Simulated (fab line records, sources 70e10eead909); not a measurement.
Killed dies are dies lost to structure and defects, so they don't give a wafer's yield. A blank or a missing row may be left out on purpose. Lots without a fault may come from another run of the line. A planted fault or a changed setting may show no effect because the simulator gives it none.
Chamber matching | flow nand_harc | NHARC_A_CHANNEL_HOLE_D1_DEP_01 on pecvd-04: 3 sister chambers
The step deposits SiON, target thk 140 nm. 6 wafers are shown with their chamber, then 7 later ones without.

WAFERS WITH THEIR CHAMBER
wafer  | chamber | heater_power_w (W)
L086.4 | 1       | 812
L090.1 | 2       | 689
L090.3 | 0       | 837
L090.4 | 2       | 548
L091.2 | 0       | 841
L091.3 | 1       | 840

WAFERS WITHOUT THEIR CHAMBER
wafer  | heater_power_w (W)
L091.4 | 620
L094.1 | 935
L094.3 | 656
L094.5 | 628
L095.2 | 835
L095.4 | 594
L095.6 | 826

WHICH CHAMBER EACH WENT THROUGH
wafer  | from the rows above     | in truth
L091.4 | 2                       | 2
L094.1 | can't be placed: 0 or 1 | 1
L094.3 | 2                       | 2
L094.5 | 2                       | 2
L095.2 | can't be placed: 0 or 1 | 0
L095.4 | 2                       | 2
L095.6 | can't be placed: 1 or 0 | 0
Placed correctly: 4 of 7. Can't be placed from these rows: 3 (the true chamber is among the candidates in 3). Placed wrongly: 0.
How it was worked out, from the rows above alone: a wafer's distance from a chamber is the root of the sum, over the readings, of the square of ((its reading less the chamber's mean) divided by the reading's scatter). The wafer belongs to the nearest chamber; if the next one is less than 2 further off, it can't be placed. A chamber's mean is the mean of its shown wafers. The scatter: the root of (the sum of the squares of (reading less its chamber's mean) over the shown wafers, divided by (wafers less chambers)).
